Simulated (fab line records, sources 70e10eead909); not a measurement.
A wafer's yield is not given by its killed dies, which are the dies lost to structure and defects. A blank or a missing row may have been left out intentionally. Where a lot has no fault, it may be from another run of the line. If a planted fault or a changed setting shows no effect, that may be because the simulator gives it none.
Struck lot and sound lot, side by side + flow nand-harc + 14 out of 1159 route steps
Sound: these wafers, L510.1, L510.5, L510.6. The struck wafers were L512.1, L512.4, L512.6. The cause is named last.
At each step with rows: each side's tool, then ch and its chambers, then its first start. Under that, the readings that differ: sound wafers + struck wafers + difference of the means + sigmas: that difference in standard deviations of wafers without a fault.
alike: words and numbers the same on both sides, and readings whose means are apart by under 2 such deviations; not compared: readings that were withheld, readings missing a value for some wafer, numbers with overlapping values and no deviation given by the record, and bounds like >300 which may hide the same value.
The two part at a step that has a row with sigmas, a row that says differs or no value, or rows on one side only. Numbers that have no deviation but don't overlap get no sigmas and don't part them. Lack of a reading on every wafer of one side parts them only where that side has two or more wafers.

first, 4 steps without rows for these wafers: NHARC_A_STAIRCASE_EXPOSE_307 (exposes mask CHOP 50); NHARC_A_STAIRCASE_PEB_308 (peb time 130 s); NHARC_A_STAIRCASE_DEVELOP_309 (time 140 s); NHARC_A_STAIRCASE_HARDBAKE_311 (time 140 s).
NHARC_A_STAIRCASE_DESCUM_312: chemistry O2, time 3 s.
  sound on rie-diel-12 ch 0,1,2, day 13 09:49; struck on rie-diel-04 ch 0,2, day 14 01:58
  alike: drypump-motor-current-A, oes-product-au, rf-vpp-V, showerhead-plenum-p-Torr, throttle-valve-pct
  not compared: rf-hours-counter-h
NHARC_A_STAIRCASE_ETCH_313: etches the open film in CF4/CHF3.
  sound on rie-diel-12 ch 2,3, day 13 09:56; struck on rie-diel-04 ch 1,3, day 14 02:02
  alike: chf3-flow-sccm, drypump-motor-current-A, oes-product-au, rf-vpp-V, showerhead-plenum-p-Torr, throttle-valve-pct
  not compared: rf-hours-counter-h
NHARC_A_STAIRCASE_HM_OPEN_463: chemistry O2/COS.
  sound on rie-diel-12 ch 1,2; struck on rie-diel-04 ch 0,1,2
  alike: drypump-motor-current-A, oes-product-au, rf-vpp-V, showerhead-plenum-p-Torr, throttle-valve-pct
  not compared: rf-hours-counter-h
then, 1 step without rows for these wafers: NHARC_A_STAIRCASE_STRIP_464 (strips in O2/COS).
NHARC_A_STAIRCASE_ETCH_453: etches the open film in CF4/O2, target depth 30 nm, overetch 3 nm, time 16.5 s.
  sound on rie-diel-12 ch 0,1; struck on rie-diel-04 ch 0,1,2
  alike: drypump-motor-current-A, oes_f_703_au, oes_o_777_au, oes-product-au, rf-vpp-V, showerhead-plenum-p-Torr, throttle-valve-pct
  not compared: rf-hours-counter-h
then, 1 step without rows for these wafers: NHARC_A_STAIRCASE_ETCH_315 (etches the open film in C4F8/O2/Ar, target depth 2500 nm, time 607.1 s).
NHARC_A_STAIRCASE_STRIP_316: strips in O2.
  sound on rie-diel-12 ch 0,1; struck on rie-diel-04 ch 1,2
  alike: chamber-pressure-mTorr, drypump-motor-current-A, oes-product-au, rf-vpp-V, showerhead-plenum-p-Torr, throttle-valve-pct
  not compared: rf-hours-counter-h
NHARC_A_STAIRCASE_STRIP_317: strips in SPM, time 900 s.
  sound on wet-bench-05 ch 0,5,6, day 13 11:13; struck on wet-bench-03 ch 3,4,5, day 14 03:19
  no value came back on the struck wafers for bath-guard-temp-C (C), bath-heat-duty-pct (%); on the sound wafers bath-guard-temp-C (C) reads 130.6 129.6 129.8
then, 1 step without rows for these wafers: NHARC_A_STAIRCASE_PRECLEAN_318 (cleans in SC1).
-- record jumps: 7 days between struck wafers' starts before vs after; left off in module A_STAIRCASE, resumes in module END, first step shown is number 1159 of the route --
NHARC_END_SORT_01:
  sound on prober-02 ch 0, day 21 05:10; struck on prober-01 ch 0, day 21 12:55
  alike: killed-at-array, killed-at-other, killed-at-periphery, killed-dies, killed-open, killed-short

## WHERE THEY PART
At NHARC_A_STAIRCASE_STRIP_317 and nowhere else, as far as this record goes. Later steps at which nothing parts them and some readings are alike: NHARC_END_SORT_01.

WHY: what had been put in by the simulator
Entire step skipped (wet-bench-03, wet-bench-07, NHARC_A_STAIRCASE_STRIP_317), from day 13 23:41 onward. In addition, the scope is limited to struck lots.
